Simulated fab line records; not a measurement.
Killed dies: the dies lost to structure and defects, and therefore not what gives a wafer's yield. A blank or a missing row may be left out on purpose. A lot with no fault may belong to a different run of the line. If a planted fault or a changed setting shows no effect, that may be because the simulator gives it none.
Chamber matching | flow n5_finfet | N5_BEOL_M2_ALD_84 on ald_metal-03 has 4 sister chambers
The step deposits TaN, pulse time 2 s, purge time 3 s, co reactant purge time 2 s. 18 wafers are shown with their chamber, then 9 later ones without.

## WAFERS, EACH WITH ITS CHAMBER
wafer  | chamber | heater_power_w (W)
L078.2 | 1       | 510
L078.5 | 3       | 458
L078.6 | 2       | 385
L083.1 | 0       | 371
L083.3 | 1       | 501
L083.4 | 3       | 455
L086.3 | 0       | 371
L086.4 | 2       | 387
L086.5 | 2       | 373
L088.2 | 3       | 462
L088.4 | 2       | 371
L088.5 | 0       | 371
L089.2 | 3       | 464
L089.3 | 2       | 376
L089.5 | 1       | 512
L090.3 | 0       | 368
L090.4 | 2       | 390
L090.5 | 0       | 370

SIGNATURES, as means of the wafers listed above
reading        | chamber 0 | chamber 1 | chamber 2 | chamber 3 | scatter within a chamber
heater_power_w | 370.20    | 507.67    | 380.33    | 459.75    | 5.63
Rule: distance of a wafer from a chamber = root of the sum over the readings of ((wafer's reading minus chamber's mean) / reading's scatter) squared. If the next closest chamber is less than 2 further off than the closest, the wafer can't be placed; otherwise it belongs to the closest. The scatter: the root of (the sum of the squares of (reading less its chamber's mean) over the shown wafers, divided by (wafers less chambers)).

## WAFERS WHOSE CHAMBER IS MISSING
wafer  | heater_power_w (W)
L093.2 | 384
L093.3 | 465
L093.4 | 509
L091.1 | 374
L091.2 | 457
L091.3 | 382
L094.1 | 462
L094.5 | 369
L094.6 | 457

## EACH ONE'S CHAMBER
wafer  | from the rows above     | in truth
L093.2 | can't be placed: 2 or 0 | 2
L093.3 | 3                       | 3
L093.4 | 1                       | 1
L091.1 | can't be placed: 0 or 2 | 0
L091.2 | 3                       | 3
L091.3 | can't be placed: 2 or 0 | 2
L094.1 | 3                       | 3
L094.5 | can't be placed: 0 or 2 | 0
L094.6 | 3                       | 3
5 of 9 placed correctly. Can't be placed from these rows: 4 (the true chamber is among the candidates in 4). 0 placed wrongly.
